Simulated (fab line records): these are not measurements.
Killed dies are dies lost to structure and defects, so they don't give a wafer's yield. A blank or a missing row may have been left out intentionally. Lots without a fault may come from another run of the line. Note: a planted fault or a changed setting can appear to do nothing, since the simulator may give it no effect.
Chamber matching / flow nand_harc / NHARC_P_GATE_DESCUM_48 on rie_diel-04: 4 sister chambers
The step chemistry O2, time 3 s. 16 wafers are shown with their chamber, then 8 later ones without.

== WAFERS WITH THEIR CHAMBER ==
wafer=L077.3; chamber=2; oes_product_au (a.u.)=0.984; rf_vpp_V (V)=57.1; throttle_valve_pct (%)=11.309
wafer=L077.5; chamber=2; oes_product_au (a.u.)=0.998; rf_vpp_V (V)=55.6; throttle_valve_pct (%)=11.336
wafer=L077.6; chamber=3; oes_product_au (a.u.)=1.009; rf_vpp_V (V)=59.6; throttle_valve_pct (%)=11.330
wafer=L080.1; chamber=2; oes_product_au (a.u.)=0.987; rf_vpp_V (V)=57.7; throttle_valve_pct (%)=11.310
wafer=L080.2; chamber=1; oes_product_au (a.u.)=1.011; rf_vpp_V (V)=57.4; throttle_valve_pct (%)=11.304
wafer=L080.3; chamber=0; oes_product_au (a.u.)=1.015; rf_vpp_V (V)=59.1; throttle_valve_pct (%)=11.302
wafer=L081.1; chamber=0; oes_product_au (a.u.)=1.015; rf_vpp_V (V)=58.8; throttle_valve_pct (%)=11.308
wafer=L081.3; chamber=3; oes_product_au (a.u.)=1.004; rf_vpp_V (V)=57.6; throttle_valve_pct (%)=11.302
wafer=L081.5; chamber=3; oes_product_au (a.u.)=0.992; rf_vpp_V (V)=59.4; throttle_valve_pct (%)=11.300
wafer=L082.3; chamber=1; oes_product_au (a.u.)=0.986; rf_vpp_V (V)=57.1; throttle_valve_pct (%)=11.318
wafer=L082.4; chamber=2; oes_product_au (a.u.)=0.986; rf_vpp_V (V)=58.2; throttle_valve_pct (%)=11.318
wafer=L082.5; chamber=2; oes_product_au (a.u.)=0.992; rf_vpp_V (V)=57.0; throttle_valve_pct (%)=11.294
wafer=L083.3; chamber=3; oes_product_au (a.u.)=0.995; rf_vpp_V (V)=57.3; throttle_valve_pct (%)=11.304
wafer=L083.4; chamber=0; oes_product_au (a.u.)=1.005; rf_vpp_V (V)=57.4; throttle_valve_pct (%)=11.313
wafer=L083.6; chamber=0; oes_product_au (a.u.)=1.018; rf_vpp_V (V)=59.9; throttle_valve_pct (%)=11.315
wafer=L085.2; chamber=1; oes_product_au (a.u.)=0.990; rf_vpp_V (V)=56.9; throttle_valve_pct (%)=11.313

SIGNATURES, as means of the wafers listed above
reading=oes_product_au; chamber 0=1.01325; chamber 1=0.99567; chamber 2=0.98940; chamber 3=1.00000; scatter within a chamber=0.00801
reading=rf_vpp_V; chamber 0=58.800; chamber 1=57.133; chamber 2=57.120; chamber 3=58.475; scatter within a chamber=0.978
reading=throttle_valve_pct; chamber 0=11.30950; chamber 1=11.31167; chamber 2=11.31340; chamber 3=11.30900; scatter within a chamber=0.012
Rule: for each reading, subtract the chamber's mean from the wafer's reading, divide by that reading's scatter and square the result; add these up over the readings and take the root, which gives the wafer's distance from the chamber. If the next closest chamber is less than 2 further off than the closest, the wafer can't be placed; otherwise it belongs to the closest. The scatter: the root of (the sum of the squares of (reading less its chamber's mean) over the shown wafers, divided by (wafers less chambers)).

== WAFERS WITHOUT THEIR CHAMBER ==
wafer=L085.5; oes_product_au (a.u.)=1.007; rf_vpp_V (V)=57.4; throttle_valve_pct (%)=11.321
wafer=L085.6; oes_product_au (a.u.)=0.989; rf_vpp_V (V)=56.9; throttle_valve_pct (%)=11.334
wafer=L093.4; oes_product_au (a.u.)=1.008; rf_vpp_V (V)=57.1; throttle_valve_pct (%)=11.327
wafer=L093.5; oes_product_au (a.u.)=1.019; rf_vpp_V (V)=56.0; throttle_valve_pct (%)=11.296
wafer=L093.6; oes_product_au (a.u.)=1.002; rf_vpp_V (V)=56.9; throttle_valve_pct (%)=11.306
wafer=L095.1; oes_product_au (a.u.)=1.000; rf_vpp_V (V)=57.5; throttle_valve_pct (%)=11.316
wafer=L095.4; oes_product_au (a.u.)=0.995; rf_vpp_V (V)=58.3; throttle_valve_pct (%)=11.317
wafer=L095.6; oes_product_au (a.u.)=1.013; rf_vpp_V (V)=59.7; throttle_valve_pct (%)=11.321

== EACH ONE'S CHAMBER ==
wafer=L085.5; from the rows above=can't be placed: 1 or 3 or 0 or 2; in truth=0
wafer=L085.6; from the rows above=can't be placed: 2 or 1 or 3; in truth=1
wafer=L093.4; from the rows above=can't be placed: 1 or 3 or 0 or 2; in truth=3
wafer=L093.5; from the rows above=can't be placed: 0 or 1 or 3 or 2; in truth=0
wafer=L093.6; from the rows above=can't be placed: 1 or 3 or 2 or 0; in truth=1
wafer=L095.1; from the rows above=can't be placed: 1 or 3 or 2 or 0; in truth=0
wafer=L095.4; from the rows above=can't be placed: 3 or 1 or 2 or 0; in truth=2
wafer=L095.6; from the rows above=can't be placed: 0 or 3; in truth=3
0 of 8 placed correctly. Can't be placed from these rows: 8 (the true chamber is among the candidates in 8). 0 placed wrongly.
